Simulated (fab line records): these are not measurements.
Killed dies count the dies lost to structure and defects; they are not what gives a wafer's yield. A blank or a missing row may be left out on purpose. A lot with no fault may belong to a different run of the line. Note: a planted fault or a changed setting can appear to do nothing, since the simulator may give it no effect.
Chamber matching / flow n5Finfet / N5_FIN_SAQP_STRIP_77 on rieDiel-01: 4 sister chambers
The step strips in N2/H2, time 90 s. 7 wafers are shown with their chamber, then 7 later ones without.

== EACH WAFER AND ITS CHAMBER ==
wafer=L075.6; chamber=1; showerheadPlenumPTorr (Torr)=3.23; drypumpMotorCurrentA (A)=5.3
wafer=L076.5; chamber=0; showerheadPlenumPTorr (Torr)=3.53; drypumpMotorCurrentA (A)=5.5
wafer=L084.2; chamber=0; showerheadPlenumPTorr (Torr)=3.52; drypumpMotorCurrentA (A)=5.5
wafer=L084.3; chamber=3; showerheadPlenumPTorr (Torr)=3.35; drypumpMotorCurrentA (A)=5.5
wafer=L084.5; chamber=3; showerheadPlenumPTorr (Torr)=3.35; drypumpMotorCurrentA (A)=5.5
wafer=L090.1; chamber=1; showerheadPlenumPTorr (Torr)=3.22; drypumpMotorCurrentA (A)=5.4
wafer=L090.3; chamber=2; showerheadPlenumPTorr (Torr)=3.37; drypumpMotorCurrentA (A)=5.9

== WAFERS WHOSE CHAMBER IS MISSING ==
wafer=L090.4; showerheadPlenumPTorr (Torr)=3.51; drypumpMotorCurrentA (A)=5.5
wafer=L092.1; showerheadPlenumPTorr (Torr)=3.34; drypumpMotorCurrentA (A)=5.5
wafer=L092.4; showerheadPlenumPTorr (Torr)=3.22; drypumpMotorCurrentA (A)=5.3
wafer=L092.6; showerheadPlenumPTorr (Torr)=3.34; drypumpMotorCurrentA (A)=5.5
wafer=L093.1; showerheadPlenumPTorr (Torr)=3.34; drypumpMotorCurrentA (A)=5.5
wafer=L093.2; showerheadPlenumPTorr (Torr)=3.37; drypumpMotorCurrentA (A)=5.8
wafer=L093.4; showerheadPlenumPTorr (Torr)=3.22; drypumpMotorCurrentA (A)=5.4

== WHICH CHAMBER EACH ONE RAN IN ==
wafer=L090.4; from the rows above=0; in truth=0
wafer=L092.1; from the rows above=3; in truth=3
wafer=L092.4; from the rows above=1; in truth=1
wafer=L092.6; from the rows above=3; in truth=3
wafer=L093.1; from the rows above=3; in truth=3
wafer=L093.2; from the rows above=2; in truth=2
wafer=L093.4; from the rows above=1; in truth=1
Correctly placed: 7 of 7. From these rows, 0 cannot be placed. Wrongly placed: 0.
How it was worked out, from the rows above alone: a wafer's distance from a chamber is the root of the sum, over the readings, of the square of ((its reading less the chamber's mean) divided by the reading's scatter). The wafer belongs to the nearest chamber; if the next one is less than 2 further off, it can't be placed. The mean given for a chamber averages the wafers shown for that chamber. The scatter: the root of (the sum of the squares of (reading less its chamber's mean) over the shown wafers, divided by (wafers less chambers)).
